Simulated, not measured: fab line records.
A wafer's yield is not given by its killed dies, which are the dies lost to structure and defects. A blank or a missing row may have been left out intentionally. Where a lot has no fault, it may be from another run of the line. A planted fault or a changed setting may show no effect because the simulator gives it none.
fab line records    flow n5Finfet
record lots=7  wafers=21
route steps=1938 shown BEOL_M15@1801 PAD_METAL@1896 PASSIVATION@1929
startH: hours from the record's opening day to when the first of the lot's shown wafers began    waitH: how many hours have passed since the lot's step before this one    " repeats the value in the row above    L1.1+2: one row covering several wafers at once    - either no value or no given start    * or withheld: withheld    < > ~ a bound
route shown NAME@n: names a module that has steps shown in the file, with the first one's number in the route    usual: mean and standard deviation over wafers with no fault    same: alike in all rows    chamber/n: place in a boat    sites: the reading at each site    _std_site: standard deviation of those values    _edge_site: mean of outer sites minus mean of inner sites    radiusMm: for every site, how far away it sits from the centre of the wafer    mask NAME#n: copy n    behind: tool/chamber where the wafer was last shaped    hold: the reason the lot was held/the length of the hold in hours/how it ended    device: whichever transistor did not switch (one of n, p or np)    end of line: the same wafers' tests at the end of the route    step lacking rows: just its recipe    killed: not the wafer's yield, but the dies lost to structure and defects at the first sort    map: shows each die of a wafer: x if killed, . if not, _ if none is there
set.NAME: the setting as run; set.NAME@STEP: as run at that earlier step    model.NAME: the simulator's own value behind a step, which no gauge read
lots with deliberately changed settings; one table per step, one row per wafer
## steps
# step N5_BEOL_M15_PEB_26
# recipe pebTempC=130  pebTimeS=90
lot.wafer   tool           chamber  startH  waitH  set.pebTempC
L075.2+3+4  lithoTrack-05  0        257.86  0.0    130
L081.3+5    lithoTrack-01  0        297.71  0.0    132.8
L081.6      "              0        "       "      130
L083.3+5    lithoTrack-01  0        298.00  0.0    130
L083.6      "              0        "       "      126.9
L085.4+6    lithoTrack-01  0        315.96  0.0    131.5
L085.5      "              0        "       "      130
L089.1+6    lithoTrack-02  0        346.90  0.1    130
L089.3      "              0        "       "      128
L094.1+6    lithoTrack-02  0        370.55  0.1    130
L094.3      "              0        "       "      131.9
L096.1+5    lithoTrack-02  0        396.87  0.1    130
L096.4      "              0        "       "      133.2
# step N5_BEOL_M15_DEVELOP_27
# recipe developTimeS=45  rinseLiquid=diw  dry=airSpin  devTempC=21
# step N5_BEOL_M15_HARDBAKE_32
# recipe tempC=130  timeS=120
# step N5_BEOL_M15_CD_MEAS_28
# recipe targetCdNm=407.6  landingEnergyEv=500  detector=seInlens
# usual cdNm=406.9/1.9
lot.wafer  tool      chamber  startH  waitH  set.doseMj@BEOL_M15_EXPOSE_25  set.pebTempC@BEOL_M15_PEB_26  cdNm
L075.2     cdSem-02  0        257.98  -      35.5                           130                           404.7
L075.3     "         0        "       "      35.5                           130                           403.3
L075.4     "         0        "       "      35.5                           130                           402.6
L081.3     cdSem-01  0        297.83  -      35.5                           132.8                         416.3
L081.5     "         0        "       "      35.5                           132.8                         418.2
L081.6     "         0        "       "      34.75                          130                           403.6
L083.3     cdSem-03  0        298.11  -      35.5                           130                           405.9
L083.5     "         0        "       "      35.5                           130                           408.0
L083.6     "         0        "       "      35.5                           126.9                         391.5
L085.4     cdSem-01  0        316.08  -      36.71                          131.5                         415.3
L085.5     "         0        "       "      35.5                           130                           404.8
L085.6     "         0        "       "      35.5                           131.5                         413.1
L089.1     cdSem-01  0        347.02  -      32.89                          130                           396.3
L089.3     "         0        "       "      32.89                          128                           384.1
L089.6     "         0        "       "      35.5                           130                           408.2
L094.1     cdSem-02  0        370.67  -      35.5                           130                           411.2
L094.3     "         0        "       "      35.5                           131.9                         415.9
L094.6     "         0        "       "      33.84                          130                           401.2
L096.1     cdSem-02  0        396.98  -      32.93                          130                           396.8
L096.4     "         0        "       "      32.93                          133.2                         409.4
L096.5     "         0        "       "      35.5                           130                           407.3
# step N5_BEOL_M15_DESCUM_33
# recipe chemistry=O2  timeS=7.9  sourcePowerW=50  biasPowerW=20  pressureMtorr=20  rfFrequencyHz=2.712e+07  tempC=40  o2FlowSccm=225
lot.wafer  tool        chamber  startH  waitH  set.doseMj@BEOL_M15_EXPOSE_25  set.pebTempC@BEOL_M15_PEB_26  model.BEOL_M15.cdNm
L075.2     rieDiel-06  0        258.29  0.3    35.5                           130                           404.6
L075.3     "           2        "       "      35.5                           130                           403.2
L075.4     "           1        "       "      35.5                           130                           402.4
L081.3     rieDiel-05  3        297.91  0.0    35.5                           132.8                         416.6
L081.5     "           2        "       "      35.5                           132.8                         418.2
L081.6     "           1        "       "      34.75                          130                           403.2
L083.3     rieDiel-06  1        298.20  0.0    35.5                           130                           406
L083.5     "           0        "       "      35.5                           130                           408
L083.6     "           1        "       "      35.5                           126.9                         391.4
L085.4     rieDiel-03  1        316.24  0.1    36.71                          131.5                         415.2
L085.5     "           2        "       "      35.5                           130                           405.2
L085.6     "           1        "       "      35.5                           131.5                         413.2
L089.1     rieDiel-06  2        347.14  0.1    32.89                          130                           396.2
L089.3     "           3        "       "      32.89                          128                           384.4
L089.6     "           3        "       "      35.5                           130                           408.4
L094.1     rieDiel-03  1        370.76  0.0    35.5                           130                           411.4
L094.3     "           2        "       "      35.5                           131.9                         415.8
L094.6     "           3        "       "      33.84                          130                           401.2
L096.1     rieDiel-05  0        397.31  0.3    32.93                          130                           397
L096.4     "           3        "       "      32.93                          133.2                         409
L096.5     "           2        "       "      35.5                           130                           407.4
# step N5_BEOL_M15_ETCH_61
# recipe chemistry=N2/H2  target=BARC  targetDepthA=890  overetchA=267  timeS=67.9  ionEnergyEv=200  pressureMtorr=30  sourceW=840  biasW=150  n2FlowSccm=200  h2FlowSccm=200
lot.wafer  tool        chamber  startH  waitH  set.doseMj@BEOL_M15_EXPOSE_25  set.pebTempC@BEOL_M15_PEB_26  model.BEOL_M15.cdNm
L075.2     rieDiel-06  0        258.32  0.0    35.5                           130                           396
L075.3     "           2        "       "      35.5                           130                           393.6
L075.4     "           1        "       "      35.5                           130                           394.8
L081.3     rieDiel-05  3        297.95  0.0    35.5                           132.8                         409.6
L081.5     "           2        "       "      35.5                           132.8                         411.4
L081.6     "           1        "       "      34.75                          130                           397.4
L083.3     rieDiel-06  1        298.23  0.0    35.5                           130                           397.6
L083.5     "           0        "       "      35.5                           130                           399.2
L083.6     "           1        "       "      35.5                           126.9                         383.4
L085.4     rieDiel-03  1        316.28  0.0    36.71                          131.5                         407.8
L085.5     "           2        "       "      35.5                           130                           398
L085.6     "           1        "       "      35.5                           131.5                         405.4
L089.1     rieDiel-06  2        347.17  0.0    32.89                          130                           389
L089.3     "           3        "       "      32.89                          128                           377.4
L089.6     "           3        "       "      35.5                           130                           401.6
L094.1     rieDiel-03  1        370.79  0.0    35.5                           130                           404.4
L094.3     "           2        "       "      35.5                           131.9                         408.4
L094.6     "           3        "       "      33.84                          130                           393.6
L096.1     rieDiel-05  0        397.34  0.0    32.93                          130                           389.2
L096.4     "           3        "       "      32.93                          133.2                         401.6
L096.5     "           2        "       "      35.5                           130                           400.2
# step N5_BEOL_M15_TRENCH_ETCH_34
# recipe chemistry=C4F8/O2/Ar  target=SiO2  targetDepthA=8729.3  heInnerTorr=15  heOuterTorr=30  timeS=199  ionEnergyEv=800  pressureMtorr=20  sourceW=1905  biasW=2040  Ar_flow_sccm=400  C4F8_flow_sccm=16  O2_flow_sccm=12
lot.wafer  tool        chamber  startH  waitH  set.doseMj@BEOL_M15_EXPOSE_25  set.pebTempC@BEOL_M15_PEB_26  model.BEOL_M15.cdNm
L075.2     rieDiel-06  0        258.37  0.0    35.5                           130                           396
L075.3     "           2        "       "      35.5                           130                           393.6
L075.4     "           1        "       "      35.5                           130                           394.8
L081.3     rieDiel-05  3        298.00  0.0    35.5                           132.8                         410
L081.5     "           2        "       "      35.5                           132.8                         411.8
L081.6     "           1        "       "      34.75                          130                           397.8
L083.3     rieDiel-06  1        298.29  0.0    35.5                           130                           398.2
L083.5     "           0        "       "      35.5                           130                           399.4
L083.6     "           1        "       "      35.5                           126.9                         383.6
L085.4     rieDiel-03  1        316.33  0.0    36.71                          131.5                         408
L085.5     "           2        "       "      35.5                           130                           398
L085.6     "           1        "       "      35.5                           131.5                         405.2
L089.1     rieDiel-06  2        347.22  0.0    32.89                          130                           389.2
L089.3     "           3        "       "      32.89                          128                           377.2
L089.6     "           3        "       "      35.5                           130                           401.6
L094.1     rieDiel-03  1        370.84  0.0    35.5                           130                           404
L094.3     "           2        "       "      35.5                           131.9                         408.6
L094.6     "           3        "       "      33.84                          130                           393.6
L096.1     rieDiel-05  0        397.39  0.0    32.93                          130                           389
L096.4     "           3        "       "      32.93                          133.2                         401.2
L096.5     "           2        "       "      35.5                           130                           400
# step N5_BEOL_M15_STRIP_36
# recipe chemistry=O2  powerW=600  tempC=60  pressureMtorr=30  rfFrequencyHz=6e+07  biasPowerW=0  overashFraction=0.3  o2FlowSccm=225
# step N5_BEOL_M15_STRIP_62
# recipe chemistry=O2  powerW=600  tempC=60  pressureMtorr=30  rfFrequencyHz=6e+07  biasPowerW=0  overashFraction=0.3  o2FlowSccm=225
# step N5_BEOL_M15_STRIP_37
# recipe chemistry=O2  powerW=600  tempC=60  pressureMtorr=30  rfFrequencyHz=6e+07  biasPowerW=0  overashFraction=0.3  o2FlowSccm=225
# step N5_BEOL_M15_ETCH_38
# recipe chemistry=CF4/N2  target=SiCN  targetDepthA=1064  taperDeg=2  timeS=120.5  ionEnergyEv=150  maskMaterial=SiO2  pressureMtorr=40  sourceW=430  biasW=70  Ar_flow_sccm=100  cf4FlowSccm=60  n2FlowSccm=60
lot.wafer  tool        chamber  startH  waitH  set.doseMj@BEOL_M15_EXPOSE_25  set.pebTempC@BEOL_M15_PEB_26  model.BEOL_M15.cdNm
L075.2     rieDiel-06  2        -       -      35.5                           130                           396
L075.3     "           3        "       "      35.5                           130                           393.6
L075.4     "           1        "       "      35.5                           130                           394.8
L081.3     rieDiel-03  0        -       -      35.5                           132.8                         410
L081.5     "           3        "       "      35.5                           132.8                         411.8
L081.6     "           0        "       "      34.75                          130                           397.8
L083.3     rieDiel-05  1        -       -      35.5                           130                           398.2
L083.5     "           1        "       "      35.5                           130                           399.6
L083.6     "           0        "       "      35.5                           126.9                         383.6
L085.4     rieDiel-06  1        -       -      36.71                          131.5                         408.2
L085.5     "           0        "       "      35.5                           130                           398
L085.6     "           3        "       "      35.5                           131.5                         405
L089.1     rieDiel-06  0        -       -      32.89                          130                           389.2
L089.3     "           2        "       "      32.89                          128                           377.2
L089.6     "           0        "       "      35.5                           130                           401.6
L094.1     rieDiel-06  3        -       -      35.5                           130                           404
L094.3     "           2        "       "      35.5                           131.9                         408.6
L094.6     "           0        "       "      33.84                          130                           393.6
L096.1     rieDiel-05  1        -       -      32.93                          130                           389
L096.4     "           0        "       "      32.93                          133.2                         401.2
L096.5     "           3        "       "      35.5                           130                           399.8
# step N5_PASSIVATION_AL_DEP_21
# recipe material=Al  targetThkA=28000  tempC=400  timeS=170  powerW=30000  chamberPressurePa=0.4  gas=Ar
lot.wafer  tool           chamber  startH  waitH  set.timeS  model.Al_of_PASSIVATION_AL_DEP_21.thkNm
L075.2     pvdSputter-02  -        278.93  0.1    170        2776
L075.3     "              -        "       "      170        2787
L075.4     "              -        "       "      170        2775
L081.3     pvdSputter-02  -        309.69  0.1    156.9      2588
L081.5     "              -        "       "      170        2817
L081.6     "              -        "       "      156.9      2586
L083.3     pvdSputter-01  -        312.32  0.1    170        2799
L083.5     "              -        "       "      194.9      3218
L083.6     "              -        "       "      170        2806
L085.4     pvdSputter-02  -        330.49  0.1    170        2804
L085.5     "              -        "       "      170        2796
L085.6     "              -        "       "      170        2808
L089.1     pvdSputter-03  -        362.01  0.1    170        2821
L089.3     "              -        "       "      170        2815
L089.6     "              -        "       "      170        2804
L094.1     pvdSputter-01  -        392.28  0.1    148.2      2419
L094.3     "              -        "       "      170        2786
L094.6     "              -        "       "      170        2810
L096.1     pvdSputter-01  -        407.98  0.1    170        2775
L096.4     "              -        "       "      170        2740
L096.5     "              -        "       "      170        2752
# step N5_PASSIVATION_PASS_ETCH_47
# recipe chemistry=CF4/O2  target=SiNx  targetDepthA=7700  timeS=385  ionEnergyEv=100  pressureMtorr=40  sourceW=535  biasW=49  Ar_flow_sccm=100  cf4FlowSccm=100  O2_flow_sccm=10
lot.wafer  tool        chamber  startH  waitH  set.timeS  model.etch.depthNm
L075.2     rieDiel-01  1        281.71  0.0    385        781.7
L075.3     "           2        "       "      385        783.7
L075.4     "           3        "       "      385        794.6
L081.3     rieDiel-04  0        312.17  0.0    448.2      923.9
L081.5     "           1        "       "      385        779.6
L081.6     "           2        "       "      448.2      892.4
L083.3     rieDiel-02  0        314.91  0.0    451.7      876.5
L083.5     "           0        "       "      451.7      881.7
L083.6     "           1        "       "      385        763.1
L085.4     rieDiel-02  2        333.08  0.0    385        753.9
L085.5     "           0        "       "      318.6      622
L085.6     "           1        "       "      318.6      633.5
L089.1     rieDiel-01  3        365.28  0.0    341.4      684.8
L089.3     "           2        "       "      385        771.9
L089.6     "           1        "       "      385        760.3
L094.1     rieDiel-04  3        395.10  0.0    385        781.2
L094.3     "           1        "       "      385        786.4
L094.6     "           2        "       "      385        772.9
L096.1     rieDiel-04  2        410.58  0.0    385        779.8
L096.4     "           0        "       "      351.8      715.7
L096.5     "           2        "       "      351.8      709.3
# step N5_PASSIVATION_ETCH_54
# recipe chemistry=CHF3/O2  target=SiO2  targetDepthA=8800  CHF3_flow_sccm=50  O2_flow_sccm=5  Ar_flow_sccm=200  timeS=440  maskMaterial=PR  pressureMtorr=30  sourceW=650  biasW=170  ionEnergyEv=200
lot.wafer  tool        chamber  startH  waitH  set.sourceW  model.etch.depthNm  model.PASSIVATION.featureDepthNm
L075.2     rieDiel-01  1        281.94  0.1    650          886.9               887
L075.3     "           2        "       "      650          881.4               881.4
L075.4     "           3        "       "      650          895.2               895.2
L081.3     rieDiel-04  0        312.40  0.1    745.3        952.5               952.4
L081.5     "           1        "       "      745.3        940.6               940.6
L081.6     "           2        "       "      650          876.2               876.2
L083.3     rieDiel-02  0        315.14  0.1    592.8        828.1               828
L083.5     "           0        "       "      592.8        828.4               828.4
L083.6     "           1        "       "      650          874.8               874.8
L085.4     rieDiel-02  2        333.31  0.1    650          863.9               864
L085.5     "           0        "       "      650          855.1               855.2
L085.6     "           1        "       "      650          874.6               874.6
L089.1     rieDiel-01  3        365.50  0.1    758.3        940.4               940.4
L089.3     "           2        "       "      650          882                 882
L089.6     "           1        "       "      650          874.7               874.8
L094.1     rieDiel-04  3        395.33  0.1    650          881                 881
L094.3     "           1        "       "      650          898                 898
L094.6     "           2        "       "      650          885.4               885.4
L096.1     rieDiel-04  2        410.80  0.1    650          892.7               892.8
L096.4     "           0        "       "      650          904.1               904.2
L096.5     "           2        "       "      650          884.2               884.2
## key
split step=N5_BEOL_M15_PEB_26  setting=pebTempC  stated=130  by=wafer
response step=N5_BEOL_M15_CD_MEAS_28  reading=cdNm  slope=+5.69  per=1%  togetherWith=doseMj@BEOL_M15_EXPOSE_25  explained=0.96
response step=N5_BEOL_M15_DESCUM_33  reading=model.BEOL_M15.cdNm  slope=+5.65  per=1%  togetherWith=doseMj@BEOL_M15_EXPOSE_25  explained=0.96
response step=N5_BEOL_M15_ETCH_61  reading=model.BEOL_M15.cdNm  slope=+5.44  per=1%  togetherWith=doseMj@BEOL_M15_EXPOSE_25  explained=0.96
response step=N5_BEOL_M15_TRENCH_ETCH_34  reading=model.BEOL_M15.cdNm  slope=+5.49  per=1%  togetherWith=doseMj@BEOL_M15_EXPOSE_25  explained=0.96
response step=N5_BEOL_M15_ETCH_38  reading=model.BEOL_M15.cdNm  slope=+5.51  per=1%  togetherWith=doseMj@BEOL_M15_EXPOSE_25  explained=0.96
split step=N5_PASSIVATION_AL_DEP_21  setting=timeS  stated=170  by=wafer
response step=N5_PASSIVATION_AL_DEP_21  reading=model.Al_of_PASSIVATION_AL_DEP_21.thkNm  change=+29  per=1%  r=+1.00
split step=N5_PASSIVATION_PASS_ETCH_47  setting=timeS  stated=385  by=wafer
response step=N5_PASSIVATION_PASS_ETCH_47  reading=model.etch.depthNm  change=+7.29  per=1%  r=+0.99
split step=N5_PASSIVATION_ETCH_54  setting=sourceW  stated=650  by=wafer
response step=N5_PASSIVATION_ETCH_54  reading=model.etch.depthNm  change=+4.34  per=1%  r=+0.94
response step=N5_PASSIVATION_ETCH_54  reading=model.PASSIVATION.featureDepthNm  change=+4.34  per=1%  r=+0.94
split outsideThisFile step=N5_BEOL_M15_EXPOSE_25 setting=doseMj
# split outsideThisFile: this setting was split too, and the file shows its column; the key of that split is in another file
